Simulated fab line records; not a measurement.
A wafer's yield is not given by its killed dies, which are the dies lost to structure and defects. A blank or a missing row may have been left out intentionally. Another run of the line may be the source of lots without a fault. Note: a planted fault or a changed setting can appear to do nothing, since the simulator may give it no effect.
8D (eight disciplines) problem report, filled in by code | flow n5_finfet | the parts of the form that need people (team, actions taken, sign-off) are left out

## 1. WHAT WENT WRONG
Mean of raw_defect_count at N5_BEOL_M3_INSPECT_13: 1415 across 6 wafers in 2 lots; on wafers with no fault it is 429 (standard deviation 88). Relative to the usual mean, that is a shift of +11 standard deviations.
The step: inspects for defects (brightfield).
The first sign was on wafer L831.1 at day 8 16:44, on defect_inspect-02. At this step, 27 wafers from 9 lots have a number in the record. Rule for "out", or "out of limits": more than 4 standard deviations from the usual mean. The other wafers with a number count as sound.

## 2. WHAT IT IS; WHAT IT IS NOT
question                    | is                                   | is not
which readings at this step | raw_defect_count                     | -
which lots                  | L831, L836                           | L830, L833, L842, L843, L845, L846, L847
which wafers of those lots  | all that have a number               | -
read on which gauges        | defect_inspect-01, defect_inspect-02 | -
when                        | from day 8 16:44                     | up to then (3 sound wafers); but 18 sound wafers of L833, L842, L843, L845, L846, L847 came after

## 3. WHAT RULES OUT EACH SUSPECT
Counting: a tool at a process step up to the reading stays a suspect if it ran every lot that is out and no sound lot after the first of them.
- ruled out: the gauge at N5_BEOL_M3_INSPECT_13. 2 gauges (defect_inspect-01, defect_inspect-02) read the wafers that are out.
- pvd_sputter-01 at N5_BEOL_M3_HM_DEP_02 (deposits TiN, target thk 20 nm): ruled out as a lasting fault. After its first lot that is out, L831 (day 8 16:07), sound lots L846 ran on it.
Left after counting: nothing in the record.

## 4. THE CAUSE (what the simulator had put in)
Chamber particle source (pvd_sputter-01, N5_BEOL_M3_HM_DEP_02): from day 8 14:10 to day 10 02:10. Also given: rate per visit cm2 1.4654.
It was ruled out by counting, in error; the rule expects a fault to strike all lots run on its tool from its start on, and this fault did not.

## 5. SEQUENCE OF EFFECTS, ordered by route
Each row: a reading whose mean over the struck wafers that have a number lies more than 3 standard deviations from the usual. Readings are gone through only where the record gives a usual standard deviation; hours: the median, over the lots, of the time from a lot's start at the first step in this table giving one to that lot's start at this step; sigmas: the change measured in usual standard deviations.
hours | step                    | reading              | usual  | on struck wafers | change | sigmas
0     | N5_BEOL_M3_INSPECT_13   | raw_defect_count     | 429    | 1415             | +986   | +11
123   | N5_PASSIVATION_PROBE_49 | defect_limited_yield | 91.2 % | 83.2             | -8.0   | -5.0
123   | N5_PASSIVATION_PROBE_49 | killed_at_M0_to_M3   | 33     | 148              | +115   | +10
123   | N5_PASSIVATION_PROBE_49 | killed_dies          | 104    | 198              | +94    | +5.0
123   | N5_PASSIVATION_PROBE_49 | sort_bin_5_function  | 5.2 %  | 10.0             | +4.8   | +4.9
123   | N5_PASSIVATION_PROBE_49 | sort_n_pass          | 1076   | 982              | -94    | -5.0
123   | N5_PASSIVATION_PROBE_49 | sort_yield_pct       | 91.2 % | 83.2             | -8.0   | -5.0
Here are the process steps it includes:
- N5_PASSIVATION_PROBE_49
Later steps that measure or inspect, where all struck wafers having a row at the step show a number for every such reading and not one has moved that far: N5_BEOL_M4_RC_MEAS_101.

## 6. HOW IT WOULD HAVE BEEN CAUGHT EARLIER
3 hours passed between the start of the fault at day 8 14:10 and the first reading out of limits at a measuring or inspecting step in this record, taken at day 8 16:44.
Of the tool readings at N5_BEOL_M3_HM_DEP_02 for which the record gives a usual standard deviation, none was out on any struck wafer, so an alarm limit of 4 standard deviations on them would not have fired.
